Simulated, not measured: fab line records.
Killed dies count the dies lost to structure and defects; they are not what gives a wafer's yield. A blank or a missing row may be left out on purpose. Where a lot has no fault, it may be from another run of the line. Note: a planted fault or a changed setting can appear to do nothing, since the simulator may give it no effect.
Split-lot trial / flow n5_finfet / 21 wafers read from 7 lots, route of 1938 steps

== ON THE SPLIT ==
At N5_BEOL_M9_ILD_DEP_00 (deposits SiCOH lowk from DEMS/porogen, target thk 308.51 nm, time 58 s), the setting time_s was moved away from the recipe's 58 s on 3 of the 21 wafers read, by -9.2% to +3.8%. For the rest of the wafers, this setting stayed at what the recipe calls for.

== BETWEEN THE SPLIT AND THE READING: the file shows 1 step in between ==
- N5_BEOL_M9_CURE_71: cures SiCOH lowk, time 240 s

== THE READING ==
Values of M9_ILD_THK in nm from N5_BEOL_M9_THK_MEAS_01. Fault-free wafers of this fab line usually give 267 nm, standard deviation 4 nm.

wafer=L076.1; tool, chamber at the split=pecvd-02, 0; time_s as run, s=58; against the recipe=recipe; M9_ILD_THK, nm=269; against lot-mates on the recipe=-
wafer=L076.2; tool, chamber at the split=pecvd-02, 1; time_s as run, s=52.66; against the recipe=-9.2%; M9_ILD_THK, nm=238; against lot-mates on the recipe=-32
wafer=L076.4; tool, chamber at the split=pecvd-02, 0; time_s as run, s=58; against the recipe=recipe; M9_ILD_THK, nm=271; against lot-mates on the recipe=-
wafer=L079.2; tool, chamber at the split=pecvd-04, 1; time_s as run, s=58; against the recipe=recipe; M9_ILD_THK, nm=264; against lot-mates on the recipe=-
wafer=L079.5; tool, chamber at the split=pecvd-04, 0; time_s as run, s=60.21; against the recipe=+3.8%; M9_ILD_THK, nm=278; against lot-mates on the recipe=+14
wafer=L079.6; tool, chamber at the split=pecvd-04, 1; time_s as run, s=60.21; against the recipe=+3.8%; M9_ILD_THK, nm=279; against lot-mates on the recipe=+15
wafer=L080.1; tool, chamber at the split=pecvd-01, 0; time_s as run, s=58; against the recipe=recipe; M9_ILD_THK, nm=270; against lot-mates on the recipe=-
wafer=L080.4; tool, chamber at the split=pecvd-01, 1; time_s as run, s=58; against the recipe=recipe; M9_ILD_THK, nm=268; against lot-mates on the recipe=-
wafer=L080.6; tool, chamber at the split=pecvd-01, 2; time_s as run, s=58; against the recipe=recipe; M9_ILD_THK, nm=266; against lot-mates on the recipe=-
wafer=L092.4; tool, chamber at the split=pecvd-01, 2; time_s as run, s=58; against the recipe=recipe; M9_ILD_THK, nm=270; against lot-mates on the recipe=-
wafer=L092.5; tool, chamber at the split=pecvd-01, 1; time_s as run, s=58; against the recipe=recipe; M9_ILD_THK, nm=273; against lot-mates on the recipe=-
wafer=L092.6; tool, chamber at the split=pecvd-01, 0; time_s as run, s=58; against the recipe=recipe; M9_ILD_THK, nm=274; against lot-mates on the recipe=-
wafer=L093.2; tool, chamber at the split=pecvd-04, 0; time_s as run, s=58; against the recipe=recipe; M9_ILD_THK, nm=262; against lot-mates on the recipe=-
wafer=L093.3; tool, chamber at the split=pecvd-04, 2; time_s as run, s=58; against the recipe=recipe; M9_ILD_THK, nm=261; against lot-mates on the recipe=-
wafer=L093.4; tool, chamber at the split=pecvd-04, 0; time_s as run, s=58; against the recipe=recipe; M9_ILD_THK, nm=264; against lot-mates on the recipe=-
wafer=L094.4; tool, chamber at the split=pecvd-01, 1; time_s as run, s=58; against the recipe=recipe; M9_ILD_THK, nm=273; against lot-mates on the recipe=-
wafer=L094.5; tool, chamber at the split=pecvd-01, 0; time_s as run, s=58; against the recipe=recipe; M9_ILD_THK, nm=271; against lot-mates on the recipe=-
wafer=L094.6; tool, chamber at the split=pecvd-01, 2; time_s as run, s=58; against the recipe=recipe; M9_ILD_THK, nm=266; against lot-mates on the recipe=-
wafer=L096.1; tool, chamber at the split=pecvd-01, 0; time_s as run, s=58; against the recipe=recipe; M9_ILD_THK, nm=264; against lot-mates on the recipe=-
wafer=L096.2; tool, chamber at the split=pecvd-01, 2; time_s as run, s=58; against the recipe=recipe; M9_ILD_THK, nm=265; against lot-mates on the recipe=-
wafer=L096.4; tool, chamber at the split=pecvd-01, 1; time_s as run, s=58; against the recipe=recipe; M9_ILD_THK, nm=271; against lot-mates on the recipe=-

THE FIT
A straight line over all 21 wafers: M9_ILD_THK changes by +3.13 nm for each +1% of time_s; r = +0.89; the points scatter about the line by 3.8 nm.
The same after taking each lot's own level away (the mean of its wafers on the recipe; 21 wafers): +3.56 nm for each +1%; r = +0.97; scatter 2.1 nm.
Per that fit: largest time_s move, reading shift of 33 nm.
The lots' own levels span 262.3 to 272.3 nm, that is 2.5 times the standard deviation above.
So the slope is not independent of the lot-to-lot level: the two fits are not the same.
Check: -35 nm against its lot-mates is what the line predicts for one of the wafers moved furthest among these (-9.2%) when that wafer is left out of the fit. Against them it came out at -32 nm.

== THESE WAFERS: OTHER SPLITS ==
Note: prior to the reading, these wafers also went through further splits. Each is held against what the fit with the lots' levels taken away leaves over:
other split on the same wafers=N5_BEOL_M4_COAT_22 spin_rpm; wafers away from the commonest value=9; r with M9_ILD_THK (lot level and that fit taken away)=-0.33
other split on the same wafers=N5_BEOL_M4_DESCUM_33 time_s; wafers away from the commonest value=3; r with M9_ILD_THK (lot level and that fit taken away)=+0.21
other split on the same wafers=N5_BEOL_M5_COAT_71 spin_rpm; wafers away from the commonest value=5; r with M9_ILD_THK (lot level and that fit taken away)=+0.18
other split on the same wafers=N5_BEOL_M5_COAT_05 spin_rpm; wafers away from the commonest value=12; r with M9_ILD_THK (lot level and that fit taken away)=-0.05
other split on the same wafers=N5_BEOL_M7_ETCH_61 source_w; wafers away from the commonest value=8; r with M9_ILD_THK (lot level and that fit taken away)=-0.16
other split on the same wafers=N5_BEOL_M7_COAT_71 spin_rpm; wafers away from the commonest value=9; r with M9_ILD_THK (lot level and that fit taken away)=+0.06
other split on the same wafers=N5_BEOL_M8_PECVD_70 temp_c; wafers away from the commonest value=8; r with M9_ILD_THK (lot level and that fit taken away)=-0.15

== THE WHOLE CHAIN: every reading that the file lists as answering this split, in the file's order ==
step=N5_BEOL_M9_ILD_DEP_00; what it does=deposits SiCOH lowk from DEMS/porogen, target thk 308.51 nm, time 58 s; reading=SiCOH_lowk_of_BEOL_M9_ILD_DEP_00.thk_nm (the simulator's own value, which no gauge read); change (the file's fit)=+3.99 nm for each +1% of the setting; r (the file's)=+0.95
step=N5_BEOL_M9_CURE_71; what it does=cures SiCOH lowk, time 240 s; reading=SiCOH_lowk_of_BEOL_M9_ILD_DEP_00.thk_nm (the simulator's own value, which no gauge read); change (the file's fit)=+3.53 nm for each +1% of the setting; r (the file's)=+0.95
step=N5_BEOL_M9_THK_MEAS_01; what it does=; reading=M9_ILD_THK; change (the file's fit)=+3.52 for each +1% of the setting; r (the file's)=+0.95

== THE FILE'S OWN FIT ==
M9_ILD_THK changes by +3.52 nm for each +1% of time_s, r = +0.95.
